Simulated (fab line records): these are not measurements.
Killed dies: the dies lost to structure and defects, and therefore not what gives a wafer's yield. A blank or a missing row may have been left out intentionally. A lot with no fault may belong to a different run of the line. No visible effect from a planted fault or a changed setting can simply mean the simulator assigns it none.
fab line records | flow n5Finfet | part 1 of 2: steps 1 to 19 of 28
record: lots: 5 wafers: 15 lastDay: 17
route steps=1938 shown BEOL_M6@1197
lots that met no fault: taken from a fault-free run of the same line
startH: the number of hours between the record's first day and the start of the first shown wafer of the lot | waitH: hours from the lot's prior step to this one | " identical to the entry in the row above | L1.1+2: one row covering several wafers at once | - no value, or no start given | * or withheld: withheld | < > ~ a bound
route shown NAME@n: names a module that has steps shown in the file, with the first one's number in the route | usual: mean/standard deviation taken from wafers without a fault | same: alike in all rows | chamber/n: place in a boat | sites: the reading at each site | _std_site: standard deviation across them | _edge_site: mean of outer sites minus mean of inner sites | radiusMm: how far each site lies from the wafer's centre | mask NAME#n: copy n | behind: the last tool/chamber to shape the wafer | hold: why the lot was held/for how many hours/how that ended | device: the transistor (n, p or np) that didn't switch | end of line: the tests these same wafers got at the end of their route | for a step that has no rows: nothing shown but its recipe | killed: not the wafer's yield, but the dies lost to structure and defects at the first sort | map: shows each die of a wafer: x if killed, . if not, _ if none is there
set.NAME: the setting as run; set.NAME@STEP: as run at that earlier step | model.NAME: the simulator's own value behind a step, which no gauge read
a table for each step, a row for each wafer; lots at some steps of the route
services: a tool's chamber out of use, with start hour (startH, from the record's first day; less than 0 if before it), hours out, and reason
== steps ==
step: N5_BEOL_M6_PECVD_70
recipe: material: SiO2 targetThkA: 200 tempC: 400 precursor: TEOS/O2 pressureTorr: 5.5 rfW: 450 teosFlowSccm: 53.8 gas: O2 flowSccm: 3000 timeS: 22.7
usual: chamberPressureTorr: 5.500/0.011 heaterPowerW: 723/130 showerheadPlenumPTorr: 8.79/0.077 throttleValvePct: 22.2/1.3
same: timeS: 22.7
columns lot.wafer tool chamber startH waitH chamberPressureTorr heaterPowerW showerheadPlenumPTorr sinceWetCleanH throttleValvePct
L077.3 pecvd-04 2 199.92 0.0 5.508 771 8.85 2173 24.1
L077.4 " 0 " " 5.513 617 8.79 - 21.2
L077.5 " 1 " " 5.496 607 8.69 - 21.7
L083.2 pecvd-04 1 235.81 0.0 5.481 557 8.68 1483 22.0
L083.5 " 2 " " 5.484 642 8.83 - 20.7
L083.6 " 0 " " 5.508 606 8.78 - 21.2
L086.1 pecvd-01 2 254.40 0.0 5.503 782 8.70 204 21.7
L086.2 " 0 " " 5.495 649 8.79 958 21.8
L086.4 " 0 " " 5.509 635 8.79 - 21.3
L092.1 pecvd-01 1 309.53 0.0 5.500 1002 8.95 1738 24.1
L092.2 " 0 " " 5.499 677 8.79 1013 21.7
L092.3 " 1 " " 5.500 1013 8.93 - 24.4
L097.1 pecvd-03 2 312.98 0.0 5.500 777 8.73 444 21.0
L097.4 " 0 " " 5.461 620 8.78 - 22.4
L097.6 " 1 " " 5.519 841 8.82 - 24.7
step: N5_BEOL_M6_HM_DEP_02
recipe: material: TiN targetThkA: 200 tempC: 25 chamberPressurePa: 0.49996
usual: throttleValvePct: 30.0/1.1
columns lot.wafer tool chamber startH waitH throttleValvePct
L077.3 pvdSputter-03 - 201.86 1.9 31.5
L077.4 " - " " 29.5
L077.5 " - " " 29.4
L083.2 pvdSputter-01 - 236.86 1.0 28.8
L083.5 " - " " 31.0
L083.6 " - " " 28.7
L086.1 pvdSputter-01 - 254.85 0.4 31.0
L086.2 " - " " 28.6
L086.4 " - " " 29.1
L092.1 pvdSputter-03 - 310.20 0.7 29.0
L092.2 " - " " 31.7
L092.3 " - " " 31.5
L097.1 pvdSputter-02 - 313.35 0.3 31.1
L097.4 " - " " 31.2
L097.6 " - " " 30.9
step: N5_BEOL_M6_COAT_59
recipe: resist: SOC tempC: 250 timeS: 60 spinRpm: 1500 resistThkNm: 100
usual: chillPlateTempC: 22.97/0.1 plateTempC: 250.02/0.17
same: timeS: 60
columns lot.wafer tool chamber startH waitH chillPlateTempC plateTempC
L077.3 lithoTrack-03 0 202.00 0.1 23.08 250.06
L077.4 " 0 " " 22.97 250.10
L077.5 " 0 " " 22.97 250.25
L083.2 lithoTrack-04 0 236.99 0.1 22.82 250.23
L083.5 " 0 " " 23.00 249.99
L083.6 " 0 " " 22.85 250.00
L086.1 lithoTrack-03 0 254.97 0.1 23.15 250.13
L086.2 " 0 " " 22.99 249.85
L086.4 " 0 " " 23.08 249.91
L092.1 lithoTrack-03 0 310.33 0.1 23.13 249.80
L092.2 " 0 " " 23.09 249.77
L092.3 " 0 " " 23.11 249.67
L097.1 lithoTrack-03 0 313.47 0.1 22.94 249.72
L097.4 " 0 " " 22.97 249.77
L097.6 " 0 " " 23.01 250.01
step: N5_BEOL_M6_COAT_60
recipe: resist: SiARC tempC: 220 timeS: 60 spinRpm: 1500 resistThkNm: 35
usual: chillPlateTempC: 23.02/0.12 plateTempC: 220.00/0.16
same: timeS: 60
columns lot.wafer tool chamber startH waitH chillPlateTempC plateTempC
L077.3 lithoTrack-03 0 - - 23.04 219.90
L077.4 " 0 " " 23.26 219.79
L077.5 " 0 " " 23.22 220.08
L083.2 lithoTrack-04 0 - - 22.99 219.90
L083.5 " 0 " " 23.07 220.09
L083.6 " 0 " " 22.94 220.27
L086.1 lithoTrack-03 0 - - 22.96 220.08
L086.2 " 0 " " 23.04 219.98
L086.4 " 0 " " 23.01 219.79
L092.1 lithoTrack-03 0 - - 23.00 220.21
L092.2 " 0 " " 22.98 220.09
L092.3 " 0 " " 22.91 220.13
L097.1 lithoTrack-03 0 - - 23.07 219.66
L097.4 " 0 " " 23.04 219.88
L097.6 " 0 " " 23.13 219.74
step: N5_BEOL_M6_COAT_05
recipe: resist: CAR-ArF spinRpm: 1500 resistThkNm: 90
usual: chillPlateTempC: 23.00/0.12
columns lot.wafer tool chamber startH waitH chillPlateTempC
L077.3 lithoTrack-03 0 - - 22.90
L077.4 " 0 " " 22.99
L077.5 " 0 " " 23.12
L083.2 lithoTrack-04 0 - - 22.91
L083.5 " 0 " " 23.13
L083.6 " 0 " " 22.99
L086.1 lithoTrack-03 0 - - 22.80
L086.2 " 0 " " 22.88
L086.4 " 0 " " 22.76
L092.1 lithoTrack-03 0 - - 22.84
L092.2 " 0 " " 22.81
L092.3 " 0 " " 22.98
L097.1 lithoTrack-03 0 - - 23.05
L097.4 " 0 " " 22.94
L097.6 " 0 " " 22.96
step: N5_BEOL_M6_EBR_07
recipe: solvent: PGMEA ebrWidthMm: 1.5
usual: chillPlateTempC: 23.01/0.098
columns lot.wafer tool chamber startH waitH chillPlateTempC
L077.3 lithoTrack-03 0 - - 22.92
L077.4 " 0 " " 22.84
L077.5 " 0 " " 22.95
L083.2 lithoTrack-04 0 - - 23.00
L083.5 " 0 " " 22.97
L083.6 " 0 " " 22.92
L086.1 lithoTrack-03 0 - - 22.95
L086.2 " 0 " " 23.03
L086.4 " 0 " " 23.02
L092.1 lithoTrack-03 0 - - 22.88
L092.2 " 0 " " 22.85
L092.3 " 0 " " 22.93
L097.1 lithoTrack-03 0 - - 23.12
L097.4 " 0 " " 23.10
L097.6 " 0 " " 23.12
step: N5_BEOL_M6_SOFTBAKE_06
recipe: tempC: 110 timeS: 60 resist: CAR-ArF
usual: chillPlateTempC: 23.02/0.095 plateTempC: 110.02/0.13
same: timeS: 60
columns lot.wafer tool chamber startH waitH chillPlateTempC plateTempC
L077.3 lithoTrack-03 0 - - 23.11 109.99
L077.4 " 0 " " 23.07 109.99
L077.5 " 0 " " 22.97 109.95
L083.2 lithoTrack-04 0 - - 23.04 110.01
L083.5 " 0 " " 23.15 109.96
L083.6 " 0 " " 22.98 109.99
L086.1 lithoTrack-03 0 - - 22.92 110.10
L086.2 " 0 " " 22.88 110.18
L086.4 " 0 " " 23.00 110.14
L092.1 lithoTrack-03 0 - - 22.97 110.08
L092.2 " 0 " " 23.01 110.00
L092.3 " 0 " " 23.03 109.99
L097.1 lithoTrack-03 0 - - 22.95 110.07
L097.4 " 0 " " 22.78 110.21
L097.6 " 0 " " 22.92 110.03
step: N5_BEOL_M6_EXPOSE_08
recipe: maskId: M6 na: 1.35 sourceShape: dipole sigmaInner: 0.817 sigmaOuter: 0.97 polarization: te doseMj: 68.25
same: dipoleOpeningDeg: 35
columns lot.wafer tool chamber startH waitH mask
L077.3+4+5 arfiScanner-01 0 202.13 - M6#0
L083.2+5+6 arfiScanner-03 0 237.24 - M6#0
L086.1+2+4 arfiScanner-01 0 255.09 - M6#0
L092.1+2+3 arfiScanner-01 0 310.64 - M6#0
L097.1+4+6 arfiScanner-01 0 313.59 - M6#0
step: N5_BEOL_M6_PEB_09
recipe: pebTempC: withheld pebTimeS: 60 resist: CAR-ArF
usual: chillPlateTempC: 23.01/0.1
columns lot.wafer tool chamber startH waitH chillPlateTempC
L077.3 lithoTrack-03 0 202.18 0.0 22.95
L077.4 " 0 " " 22.97
L077.5 " 0 " " 23.08
L083.2 lithoTrack-04 0 237.29 0.0 23.00
L083.5 " 0 " " 23.08
L083.6 " 0 " " 22.93
L086.1 lithoTrack-03 0 255.15 0.1 23.05
L086.2 " 0 " " 23.22
L086.4 " 0 " " 23.32
L092.1 lithoTrack-05 0 310.70 0.1 23.15
L092.2 " 0 " " 23.03
L092.3 " 0 " " 22.95
L097.1 lithoTrack-03 0 313.65 0.1 22.87
L097.4 " 0 " " 22.92
L097.6 " 0 " " 22.92
step: N5_BEOL_M6_DEVELOP_10
recipe: developTimeS: 30 developer: TMAH resist: CAR-ArF rinseLiquid: diw dry: airSpin devTempC: 23
usual: chillPlateTempC: 23.02/0.1
same: developTimeS: 30
columns lot.wafer tool chamber startH waitH chillPlateTempC
L077.3 lithoTrack-03 0 - - 22.99
L077.4 " 0 " " 22.89
L077.5 " 0 " " 22.92
L083.2 lithoTrack-04 0 - - 22.89
L083.5 " 0 " " 23.08
L083.6 " 0 " " 23.17
L086.1 lithoTrack-03 0 - - 22.95
L086.2 " 0 " " 23.01
L086.4 " 0 " " 22.91
L092.1 lithoTrack-05 0 - - 22.95
L092.2 " 0 " " 22.85
L092.3 " 0 " " 22.91
L097.1 lithoTrack-03 0 - - 22.88
L097.4 " 0 " " 22.99
L097.6 " 0 " " 22.91
step: N5_BEOL_M6_CD_MEAS_11
recipe: targetCdNm: 38.5 landingEnergyEv: 500 detector: seInlens polarity: opening
usual: cdNm: 38.6/0.49
columns lot.wafer tool chamber startH waitH cdNm
L077.3 cdSem-02 0 202.25 - 39.4
L077.4 " 0 " " 38.3
L077.5 " 0 " " 38.7
L083.2 cdSem-01 0 237.36 - 38.1
L083.5 " 0 " " 38.8
L083.6 " 0 " " 38.8
L086.1 cdSem-03 0 255.22 - 39.4
L086.2 " 0 " " 38.7
L086.4 " 0 " " 38.5
L092.1 cdSem-02 0 310.77 - 38.9
L092.2 " 0 " " 39.3
L092.3 " 0 " " 38.3
L097.1 cdSem-02 0 313.72 - 37.6
L097.4 " 0 " " 37.8
L097.6 " 0 " " 38.0
step: N5_BEOL_M6_OVL_MEAS_12
recipe: pointsPerWafer: 44
usual: M6_OVL: 0.0/0.79
columns lot.wafer tool chamber startH waitH M6_OVL[nm]
L077.3 overlay-02 0 202.27 0.0 0.0
L077.4 " 0 " " -0.2
L077.5 " 0 " " -0.6
L083.2 overlay-01 0 237.39 0.0 0.9
L083.5 " 0 " " -0.9
L083.6 " 0 " " 1.0
L086.1 overlay-02 0 255.25 0.0 -0.4
L086.2 " 0 " " -0.7
L086.4 " 0 " " 0.4
L092.1 overlay-01 0 310.80 0.0 -0.5
L092.2 " 0 " " 0.8
L092.3 " 0 " " 1.1
L097.1 overlay-02 0 313.75 0.0 0.3
L097.4 " 0 " " -0.1
L097.6 " 0 " " -0.4
step: N5_BEOL_M6_INSPECT_13
recipe: mode: adi inspectInstrument: brightfield
usual: rawDefectCount: 430/120
columns lot.wafer tool chamber startH waitH rawDefectCount
L077.3 defectInspect-01 - 202.30 0.0 245
L077.4 " - " " 327
L077.5 " - " " 348
L083.2 defectInspect-02 - 237.41 0.0 598
L083.5 " - " " 482
L083.6 " - " " 416
L086.1 defectInspect-02 - 255.27 0.0 397
L086.2 " - " " 358
L086.4 " - " " 294
L092.1 defectInspect-02 - 310.82 0.0 515
L092.2 " - " " 504
L092.3 " - " " 813
L097.1 defectInspect-01 - 313.77 0.0 451
L097.4 " - " " 454
L097.6 " - " " 348
step: N5_BEOL_M6_DESCUM_16
recipe: chemistry: O2 timeS: 7.9 sourcePowerW: 50 biasPowerW: 20 pressureMtorr: 20 rfFrequencyHz: 2.712e+07 tempC: 40 resist: CAR-ArF o2FlowSccm: 225
usual: drypumpMotorCurrentA: 5.6/0.43 oesProductAu: 0.78/0.091 rfVppV: 244.0/1 showerheadPlenumPTorr: 2.14/0.041 throttleValvePct: 20.38/0.17
same: timeS: 7.9
columns lot.wafer tool chamber startH waitH drypumpMotorCurrentA oesProductAu rfHoursCounterH rfVppV showerheadPlenumPTorr throttleValvePct
L077.3 rieDiel-03 1 202.33 0.0 5.3 0.86 47 244.7 2.14 20.50
L077.4 " 2 " " 5.3 0.67 232 244.1 2.16 20.28
L077.5 " 2 " " 5.3 0.67 - 245.0 2.16 20.28
L083.2 rieDiel-03 1 237.45 0.0 5.3 0.84 58 243.7 2.14 20.51
L083.5 " 1 " " 5.3 0.84 - 241.8 2.14 20.51
L083.6 " 2 " " 5.3 0.67 - 244.7 2.16 20.30
L086.1 rieDiel-05 0 255.46 0.2 6.5 0.70 229 244.1 2.14 20.19
L086.2 " 3 " " 5.7 0.96 7 241.5 2.05 20.44
L086.4 " 1 " " 5.1 0.73 168 242.3 2.09 20.12
L092.1 rieDiel-03 0 310.86 0.0 5.9 0.83 82 244.6 2.20 20.36
L092.2 " 2 " " 5.3 0.93 14 244.1 2.15 19.88
L092.3 " 1 " " 5.3 0.81 87 243.3 2.13 20.56
L097.1 rieDiel-03 2 313.87 0.1 5.3 0.92 15 243.7 2.15 19.89
L097.4 " 3 " " 5.3 0.67 250 244.5 2.14 20.51
L097.6 " 1 " " 5.3 0.79 - 243.9 2.13 20.55
step: N5_BEOL_M6_ETCH_61
recipe: chemistry: CF4 target: SiARC targetDepthA: 455 maskMaterial: CAR-ArF timeS: 75.8 ionEnergyEv: 80 pressureMtorr: 40 sourceW: 545 biasW: 36 Ar_flow_sccm: 100 cf4FlowSccm: 100 ends: cleared
usual: drypumpMotorCurrentA: 5.6/0.42 etchRfOnTimeS: 76.6/1.7 oesProductAu: 0.66/0.075 rfVppV: 184.6/0.92 showerheadPlenumPTorr: 2.19/0.042 throttleValvePct: 15.55/0.15
columns lot.wafer tool chamber startH waitH drypumpMotorCurrentA etchRfOnTimeS oesProductAu rfHoursCounterH rfVppV showerheadPlenumPTorr throttleValvePct
L077.3 rieDiel-03 1 202.37 0.0 5.3 77.5 0.73 47 184.0 2.18 15.56
L077.4 " 2 " " 5.3 76.0 0.58 232 185.0 2.20 15.50
L077.5 " 2 " " 5.3 76.4 0.57 - 184.3 2.20 15.52
L083.2 rieDiel-03 1 237.48 0.0 5.3 78.1 0.71 58 184.4 2.18 15.59
L083.5 " 1 " " 5.3 77.6 0.71 - 185.3 2.18 15.57
L083.6 " 2 " " 5.3 75.7 0.58 - 183.6 2.20 15.52
L086.1 rieDiel-05 0 255.50 0.0 6.4 77.0 0.59 229 185.4 2.19 15.46
L086.2 " 3 " " 5.7 75.2 0.82 7 183.2 2.10 15.50
L086.4 " 1 " " 5.1 74.6 0.64 168 182.3 2.12 15.30
L092.1 rieDiel-03 0 310.89 0.0 5.8 79.3 0.69 82 183.7 2.25 15.57
L092.2 " 2 " " 5.3 74.4 0.79 14 185.4 2.19 15.06
L092.3 " 1 " " 5.3 79.5 0.67 87 183.6 2.17 15.63
L097.1 rieDiel-03 2 313.91 0.0 5.3 74.1 0.79 15 185.5 2.19 15.05
L097.4 " 3 " " 5.2 79.3 0.55 250 185.4 2.18 15.69
L097.6 " 1 " " 5.3 79.0 0.68 - 183.2 2.17 15.63
step: N5_BEOL_M6_ETCH_62
recipe: chemistry: N2/H2 target: SOC targetDepthA: 1100 overetchA: 220 maskMaterial: SiARC tempC: 40 timeS: 165 ionEnergyEv: 200 pressureMtorr: 30 sourceW: 840 biasW: 150 n2FlowSccm: 200 h2FlowSccm: 200
usual: drypumpMotorCurrentA: 5.6/0.43 oesProductAu: 0.66/0.072 rfVppV: 525.6/1.6 showerheadPlenumPTorr: 2.60/0.055 throttleValvePct: 17.79/0.18
same: timeS: 165
columns lot.wafer tool chamber startH waitH drypumpMotorCurrentA oesProductAu rfHoursCounterH rfVppV showerheadPlenumPTorr throttleValvePct
L077.3 rieDiel-03 1 202.42 0.0 5.3 0.72 47 526.2 2.57 17.66
L077.4 " 2 " " 5.3 0.58 232 524.8 2.63 17.82
L077.5 " 2 " " 5.3 0.58 - 525.8 2.63 17.81
L083.2 rieDiel-03 1 237.54 0.0 5.4 0.71 58 526.2 2.57 17.68
L083.5 " 1 " " 5.3 0.71 - 526.6 2.57 17.68
L083.6 " 2 " " 5.3 0.57 - 527.1 2.63 17.82
L086.1 rieDiel-05 0 255.55 0.0 6.4 0.58 229 526.0 2.61 17.71
L086.2 " 3 " " 5.7 0.80 7 522.4 2.51 17.95
L086.4 " 1 " " 5.1 0.62 168 523.5 2.52 17.51
L092.1 rieDiel-03 0 310.95 0.0 5.9 0.69 82 526.9 2.68 17.71
L092.2 " 2 " " 5.3 0.78 14 525.9 2.62 17.38
L092.3 " 1 " " 5.3 0.68 87 525.3 2.56 17.75
L097.1 rieDiel-03 2 313.96 0.0 5.3 0.77 15 527.0 2.62 17.36
L097.4 " 3 " " 5.2 0.57 250 526.6 2.62 18.04
L097.6 " 1 " " 5.3 0.69 - 524.8 2.56 17.74
step: N5_BEOL_M6_STRIP_68
recipe: chemistry: N2/H2 tempC: 40 n2FlowSccm: 200 h2FlowSccm: 200 rfFrequencyHz: 6e+07
columns lot.wafer tool chamber startH waitH
L077.3+4+5 rieDiel-03 1,2,2 202.56 0.1
L083.2+5+6 rieDiel-03 1,1,2 237.67 0.1
L086.1+2+4 rieDiel-05 0,3,1 255.69 0.1
L092.1+2+3 rieDiel-03 0,2,1 311.09 0.1
L097.1+4+6 rieDiel-03 2,3,1 314.10 0.1
step: N5_BEOL_M6_STRIP_67
recipe: chemistry: CF4 resist: SiARC powerW: 300 biasPowerW: 75 pressureMtorr: 50 cf4FlowSccm: 150 rfFrequencyHz: 6e+07
usual: drypumpMotorCurrentA: 5.6/0.43 oesProductAu: 0.78/0.085 rfVppV: 272.1/1.1 showerheadPlenumPTorr: 1.83/0.035 throttleValvePct: 13.52/0.16
columns lot.wafer tool chamber startH waitH drypumpMotorCurrentA oesProductAu rfHoursCounterH rfVppV showerheadPlenumPTorr throttleValvePct
L077.3 rieDiel-03 1 202.57 0.0 5.3 0.86 47 272.8 1.82 13.48
L077.4 " 2 " " 5.3 0.68 232 271.5 1.83 13.48
L077.5 " 2 " " 5.3 0.68 - 272.5 1.83 13.45
L083.2 rieDiel-03 1 237.68 0.0 5.3 0.84 58 271.0 1.82 13.53
L083.5 " 1 " " 5.3 0.84 - 271.1 1.82 13.51
L083.6 " 2 " " 5.3 0.67 - 271.2 1.83 13.49
L086.1 rieDiel-05 0 255.70 0.0 6.5 0.70 229 270.7 1.83 13.45
L086.2 " 3 " " 5.7 0.95 7 271.0 1.75 13.40
L086.4 " 1 " " 5.1 0.73 168 272.3 1.79 13.35
L092.1 rieDiel-03 0 311.10 0.0 5.8 0.82 82 272.2 1.88 13.51
L092.2 " 2 " " 5.3 0.91 14 272.6 1.82 12.96
L092.3 " 1 " " 5.3 0.80 87 271.3 1.81 13.58
L097.1 rieDiel-03 2 314.11 0.0 5.3 0.91 15 271.6 1.82 12.98
L097.4 " 3 " " 5.2 0.68 250 273.4 1.82 13.67
L097.6 " 1 " " 5.3 0.81 - 271.3 1.81 13.58
step: N5_BEOL_M6_HM_OPEN_17
recipe: chemistry: Cl2/BCl3 targetDepthA: 200 overetchA: 60 target: TiN maskMaterial: SOC ionEnergyEv: 150 pressureMtorr: 10 icpW: 1000 biasW: 126 Cl2_flow_sccm: 53.25 bcl3FlowSccm: 21.75 Ar_flow_sccm: 25
usual: drypumpMotorCurrentA: 6.0/0.42 oes_ar_750_au: 0.72/0.073 oesProductAu: 0.62/0.06 throttleValvePct: 22.3/0.32
columns lot.wafer tool chamber startH waitH drypumpMotorCurrentA oes_ar_750_au oesProductAu rfHoursCounterH throttleValvePct
L077.3 rieMetal-03 0 202.64 0.1 6.6 0.71 0.61 - 22.5
L077.4 " 1 " " 5.5 0.80 0.69 - 22.1
L077.5 " 0 " " 6.6 0.72 0.60 - 22.5
L083.2 rieMetal-01 0 237.72 0.0 5.8 0.62 0.56 104 22.7
L083.5 " 0 " " 5.8 0.62 0.54 - 22.7
L083.6 " 1 " " 6.0 0.66 0.59 - 22.4
L086.1 rieMetal-02 1 255.74 0.0 5.7 0.83 0.71 21 22.0
L086.2 " 0 " " 6.5 0.69 0.60 77 21.8
L086.4 " 0 " " 6.5 0.70 0.60 - 21.8
L092.1 rieMetal-03 1 311.14 0.0 5.5 0.77 0.67 43 22.1
L092.2 " 0 " " 6.6 0.69 0.59 77 22.5
L092.3 " 1 " " 5.5 0.77 0.67 - 22.1
L097.1 rieMetal-01 0 314.15 0.0 5.8 0.61 0.52 113 22.8
L097.4 " 1 " " 6.0 0.66 0.57 - 22.5
L097.6 " 0 " " 5.8 0.61 0.53 - 22.8
